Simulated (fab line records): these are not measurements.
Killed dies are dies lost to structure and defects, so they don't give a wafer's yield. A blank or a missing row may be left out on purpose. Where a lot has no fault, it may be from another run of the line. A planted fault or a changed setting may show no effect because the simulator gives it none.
Chamber matching ; flow n5-finfet ; rie-diel-04 running N5_BEOL_M13_DESCUM_15: 4 sister chambers
The step chemistry O2, time 7.9 s. 4 wafers are shown with their chamber, then 10 later ones without.

WAFERS WITH THEIR CHAMBER
wafer;chamber;showerhead-plenum-p-Torr (Torr)
L087.2;2;2.11
L087.6;0;2.18
L088.3;3;2.04
L088.4;1;2.07

WAFERS WITH NO CHAMBER GIVEN
wafer;showerhead-plenum-p-Torr (Torr)
L088.5;2.11
L093.2;2.11
L093.3;2.06
L093.4;2.03
L094.3;2.03
L094.4;2.06
L094.6;2.06
L096.1;2.17
L096.2;2.03
L096.6;2.11

THE CHAMBER EACH PASSED THROUGH
wafer;from the rows above;in truth
L088.5;2;2
L093.2;2;2
L093.3;can't be placed: 1 or 3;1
L093.4;3;3
L094.3;3;3
L094.4;can't be placed: 1 or 3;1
L094.6;can't be placed: 1 or 3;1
L096.1;0;0
L096.2;3;3
L096.6;2;2
Placed correctly: 7 of 10. Cannot be placed on the basis of these rows: 3; the candidates contain the true chamber in 3. Wrongly placed: 0.
How it was worked out, from the rows above alone: a wafer's distance from a chamber is the root of the sum, over the readings, of the square of ((its reading less the chamber's mean) divided by the reading's scatter). The wafer belongs to the nearest chamber; if the next one is less than 2 further off, it can't be placed. Each chamber's mean is taken over the wafers shown for it. The scatter: with one shown wafer a chamber, the root of the mean of the squares of how far each hidden wafer lies from its nearest shown one.
